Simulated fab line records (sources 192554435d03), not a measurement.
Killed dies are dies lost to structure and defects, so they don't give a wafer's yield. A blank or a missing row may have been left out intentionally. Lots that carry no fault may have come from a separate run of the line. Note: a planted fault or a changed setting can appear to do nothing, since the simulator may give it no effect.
Matching of chambers || flow n5Finfet || rieDiel-01 running N5_BEOL_M1_ETCH_74: 4 sister chambers
The step etches underlayer in N2/H2, target depth 6.5 nm, time 5.2 s. 4 wafers are shown with their chamber, then 9 later ones without.

## WAFERS PAIRED WITH THEIR CHAMBERS
{"wafer": "L089.1", "chamber": 1, "showerheadPlenumPTorr (Torr)": 2.67}
{"wafer": "L089.6", "chamber": 2, "showerheadPlenumPTorr (Torr)": 2.64}
{"wafer": "L090.4", "chamber": 3, "showerheadPlenumPTorr (Torr)": 2.52}
{"wafer": "L090.5", "chamber": 0, "showerheadPlenumPTorr (Torr)": 2.58}

## WAFERS WITHOUT THEIR CHAMBER
{"wafer": "L092.1", "showerheadPlenumPTorr (Torr)": 2.58}
{"wafer": "L092.2", "showerheadPlenumPTorr (Torr)": 2.67}
{"wafer": "L092.5", "showerheadPlenumPTorr (Torr)": 2.52}
{"wafer": "L094.1", "showerheadPlenumPTorr (Torr)": 2.63}
{"wafer": "L094.4", "showerheadPlenumPTorr (Torr)": 2.58}
{"wafer": "L094.5", "showerheadPlenumPTorr (Torr)": 2.63}
{"wafer": "L095.1", "showerheadPlenumPTorr (Torr)": 2.57}
{"wafer": "L095.4", "showerheadPlenumPTorr (Torr)": 2.67}
{"wafer": "L095.6", "showerheadPlenumPTorr (Torr)": 2.67}

## EACH ONE'S CHAMBER
{"wafer": "L092.1", "from the rows above": 0, "in truth": 0}
{"wafer": "L092.2", "from the rows above": 1, "in truth": 1}
{"wafer": "L092.5", "from the rows above": 3, "in truth": 3}
{"wafer": "L094.1", "from the rows above": 2, "in truth": 2}
{"wafer": "L094.4", "from the rows above": 0, "in truth": 0}
{"wafer": "L094.5", "from the rows above": 2, "in truth": 2}
{"wafer": "L095.1", "from the rows above": 0, "in truth": 0}
{"wafer": "L095.4", "from the rows above": 1, "in truth": 1}
{"wafer": "L095.6", "from the rows above": 1, "in truth": 1}
Correctly placed: 9 of 9. Not placeable from these rows: 0. Number placed wrongly: 0.
How it was worked out, from the rows above alone: a wafer's distance from a chamber is the root of the sum, over the readings, of the square of ((its reading less the chamber's mean) divided by the reading's scatter). The wafer belongs to the nearest chamber; if the next one is less than 2 further off, it can't be placed. Each chamber's mean is taken over the wafers shown for it. The scatter: with one shown wafer a chamber, the root of the mean of the squares of how far each hidden wafer lies from its nearest shown one.
